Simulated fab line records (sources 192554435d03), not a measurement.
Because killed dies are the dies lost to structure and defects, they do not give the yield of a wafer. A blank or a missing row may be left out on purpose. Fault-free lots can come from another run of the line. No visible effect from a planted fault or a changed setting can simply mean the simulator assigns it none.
Split-lot trial | flow n5Finfet | route with 1938 steps; 7 lots, 21 wafers read

== THE SPLIT ==
At N5_BEOL_M14_DEP_53 (deposits SiCN from 3MS/NH3, target thk 50 nm, time 17.8 s), the setting timeS was moved away from the recipe's 17.8 s on 3 of the 21 wafers read, by -10.2% to +7.4%. The other wafers ran this setting at the recipe's value.

The reading comes from the split's own step.

== THE READING ==
SiCN_of_BEOL_M14_DEP_53.thkNm (the simulator's own value, which no gauge read), in nm, at N5_BEOL_M14_DEP_53 (deposits SiCN from 3MS/NH3, target thk 50 nm, time 17.8 s). No usual value for it is given in the file. The 18 wafers here that ran the recipe average 50.3 nm, standard deviation 0.69 nm.

wafer  | tool, chamber at the split | timeS as run, s | against the recipe | SiCN_of_BEOL_M14_DEP_53.thkNm, nm | against lot-mates on the recipe
L074.3 | pecvd-03, 1                | 17.8            | recipe             | 50                                | -
L074.4 | pecvd-03, 1                | 17.8            | recipe             | 50.8                              | -
L074.5 | pecvd-03, 2                | 17.8            | recipe             | 51                                | -
L075.1 | pecvd-01, 2                | 15.98           | -10.2%             | 44.6                              | -4.9
L075.2 | pecvd-01, 0                | 17.8            | recipe             | 49.6                              | -
L075.3 | pecvd-01, 1                | 17.8            | recipe             | 49.4                              | -
L082.2 | pecvd-01, 2                | 17.8            | recipe             | 50.2                              | -
L082.4 | pecvd-01, 2                | 17.8            | recipe             | 50.6                              | -
L082.6 | pecvd-01, 2                | 17.8            | recipe             | 50.4                              | -
L089.1 | pecvd-01, 1                | 17.8            | recipe             | 50.2                              | -
L089.3 | pecvd-01, 0                | 17.8            | recipe             | 50.6                              | -
L089.4 | pecvd-01, 0                | 17.8            | recipe             | 51.2                              | -
L094.2 | pecvd-03, 1                | 17.8            | recipe             | 49                                | -
L094.3 | pecvd-03, 0                | 17.8            | recipe             | 49.4                              | -
L094.4 | pecvd-03, 0                | 17.8            | recipe             | 50.4                              | -
L093.3 | pecvd-03, 1                | 17.8            | recipe             | 49.8                              | -
L093.4 | pecvd-03, 0                | 17.8            | recipe             | 50.6                              | -
L093.6 | pecvd-03, 1                | 17.8            | recipe             | 51.8                              | -
L096.2 | pecvd-01, 1                | 19.11           | +7.4%              | 52.6                              | +2.8
L096.4 | pecvd-01, 2                | 19.11           | +7.4%              | 53.6                              | +3.8
L096.5 | pecvd-01, 1                | 17.8            | recipe             | 49.8                              | -

FIT RESULTS
A straight line over all 21 wafers: SiCN_of_BEOL_M14_DEP_53.thkNm changes by +0.47 nm for each +1% of timeS; r = +0.91; the points scatter about the line by 0.74 nm.
The same after taking each lot's own level away (the mean of its wafers on the recipe; 21 wafers): +0.464 nm for each +1%; r = +0.95; scatter 0.5 nm.
That fit puts the effect of the largest move of timeS on the reading at 4.7 nm.
The span of the lots' own levels, 49.50 to 50.73 nm, comes to 1.8 times the standard deviation stated above.
The two slopes agree, so the slope changes little with the lot-to-lot level.
Check: -4.58 nm against its lot-mates is what the line predicts for one of the wafers moved furthest among these (-10.2%) when that wafer is left out of the fit. It came out at -4.9 nm against them.

== THESE WAFERS: OTHER SPLITS ==
Before the reading, these wafers also passed through other splits. Each is held against what the fit with the lots' levels taken away leaves over:
other split on the same wafers  | wafers away from the commonest value | r with SiCN_of_BEOL_M14_DEP_53.thkNm (lot level and that fit taken away)
N5_BEOL_M13_CMP_49 downForcePsi | 10                                   | +0.26
N5_BEOL_M14_ILD_DEP_00 timeS    | 8                                    | -0.12

== THE FILE'S OWN FIT ==
SiCN_of_BEOL_M14_DEP_53.thkNm changes by +0.469 nm for each +1% of timeS, r = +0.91.
